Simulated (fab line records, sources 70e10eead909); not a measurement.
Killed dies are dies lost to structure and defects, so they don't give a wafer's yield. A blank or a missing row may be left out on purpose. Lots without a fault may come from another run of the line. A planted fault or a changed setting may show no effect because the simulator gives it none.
Chamber matching | flow nand_harc | NHARC_P_BONDPAD_CMP_32 on cmp-03: 4 sister chambers
The step polishes SiCN, target thk 200 nm. 4 wafers are shown with their chamber, then 10 later ones without.

WAFERS WITH THEIR CHAMBER
wafer  | chamber | motor_current_A (A)
L084.3 | 2       | 10.7
L087.2 | 0       | 10.3
L089.1 | 3       | 12.2
L089.2 | 1       | 10.3

WAFERS WITHOUT THEIR CHAMBER
wafer  | motor_current_A (A)
L089.3 | 11.1
L092.1 | 10.3
L092.3 | 10.2
L092.6 | 10.7
L093.3 | 11.9
L093.5 | 12.3
L093.6 | 10.2
L096.1 | 11.1
L096.2 | 10.9
L096.3 | 10.3

WHICH CHAMBER EACH WENT THROUGH
wafer  | from the rows above          | in truth
L089.3 | can't be placed: 2 or 0 or 1 | 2
L092.1 | can't be placed: 0 or 1 or 2 | 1
L092.3 | can't be placed: 0 or 1 or 2 | 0
L092.6 | can't be placed: 2 or 0 or 1 | 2
L093.3 | 3                            | 3
L093.5 | 3                            | 3
L093.6 | can't be placed: 0 or 1 or 2 | 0
L096.1 | can't be placed: 2 or 0 or 1 | 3
L096.2 | can't be placed: 2 or 0 or 1 | 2
L096.3 | can't be placed: 0 or 1 or 2 | 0
Placed correctly: 2 of 10. Can't be placed from these rows: 8 (the true chamber is among the candidates in 7). Placed wrongly: 0.
How it was worked out, from the rows above alone: a wafer's distance from a chamber is the root of the sum, over the readings, of the square of ((its reading less the chamber's mean) divided by the reading's scatter). The wafer belongs to the nearest chamber; if the next one is less than 2 further off, it can't be placed. A chamber's mean is the mean of its shown wafers. The scatter: with one shown wafer a chamber, the root of the mean of the squares of how far each hidden wafer lies from its nearest shown one.
